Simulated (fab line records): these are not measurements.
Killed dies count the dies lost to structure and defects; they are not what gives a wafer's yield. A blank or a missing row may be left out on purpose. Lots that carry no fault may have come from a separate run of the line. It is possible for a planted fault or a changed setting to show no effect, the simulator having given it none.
Problem report, 8D (eight disciplines) form, completed by code :: flow n5-finfet :: the parts of the form that need people (team, actions taken, sign-off) are left out

1. THE PROBLEM
run-length-s at N5_BEOL_M4_CVD_47 reads a mean of 333.7 s on 2 wafers of 2 lots; wafers without a fault read 246.9 s with a standard deviation of 0.74. That is +99 or more standard deviations from the usual mean.
The step: deposits Co from CCTBA/H2, target thk 3 nm, time 223.8 s.
First seen on wafer L163.4, day 10 09:55, on cvd-co-02. At this step, 28 wafers from 10 lots have a number in the record. By rule, "out" or "out of limits" means more than 4 standard deviations away from the usual mean. The other wafers with a number count as sound.

2. WHAT IT IS AND WHAT IT IS NOT
question: which readings at this step
is: run-length-s
is not: -

question: which lots
is: L163, L167
is not: L154, L155, L157, L161, L171, L172, L176, L177

question: which wafers of those lots
is: L163.4, L167.4
is not: L163.5, L167.1

question: read on which tools
is: cvd-co-02
is not: cvd-co-01

question: when
is: from day 10 09:55
is not: up to then (13 sound wafers); but 13 sound wafers of L167, L171, L172, L176, L177 came after

3. THE SUSPECTS, EACH WITH WHAT RULES IT OUT
Counting: a tool at a process step up to the reading stays a suspect if it ran every lot that is out. Sound lots after the first of them don't rule it out here, since some wafers of a struck lot are sound.
- rie-diel-01 at N5_BEOL_M4_TRENCH_ETCH_37 (etches SiOC in C4F6/O2, target depth 55.555 nm, time 29.2 s): kept. It ran every lot that is out, first L163 (day 10 09:55); its last sound lot up to then is L161 (day 10 07:17). With no start given for some of its lots, N5_BEOL_M4_TRENCH_ETCH_37 uses the hours and lot order of N5_BEOL_M4_CVD_47.
- cvd-co-02 at N5_BEOL_M4_CVD_47 (deposits Co from CCTBA/H2, target thk 3 nm, time 223.8 s): kept. It ran every lot that is out, first L163 (day 10 09:55); its last sound lot up to then is L157 (day 9 03:14). Out on those wafers are its own readings of run-length-s.
The count leaves cvd-co-02 at N5_BEOL_M4_CVD_47 and rie-diel-01 at N5_BEOL_M4_TRENCH_ETCH_37.

4. THE CAUSE (what the simulator had put in)
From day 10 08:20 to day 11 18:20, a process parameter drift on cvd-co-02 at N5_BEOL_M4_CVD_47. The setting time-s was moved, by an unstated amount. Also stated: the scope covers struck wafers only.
Counting left 2 suspects, and this tool is among them.

5. THE CHAIN OF EFFECTS, in route order
Each row: a reading where the mean over the struck wafers with a number is more than 3 standard deviations away from the usual. Only readings for which the record gives a usual standard deviation are gone through. hours: the time from each lot's start at the first step in this table that gives one to its start at this step, as a median over the lots. sigmas: the change in usual standard deviations.
hours: 0
step: N5_BEOL_M4_CVD_47
reading: run-length-s
usual: 246.9 s
on struck wafers: 333.7
change: +86.8
sigmas: +99 or more
The process steps in it:
- N5_BEOL_M4_CVD_47: deposits Co from CCTBA/H2, target thk 3 nm, time 223.8 s.
Later measuring or inspecting steps at which every struck wafer that the step has a row for has a number for every such reading, and none has moved that far: N5_BEOL_M4_RC_MEAS_101.

6. WHAT WOULD HAVE CAUGHT IT SOONER
In this record the first reading out of limits was taken at day 10 09:55, 2 hours after the fault began at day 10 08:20.
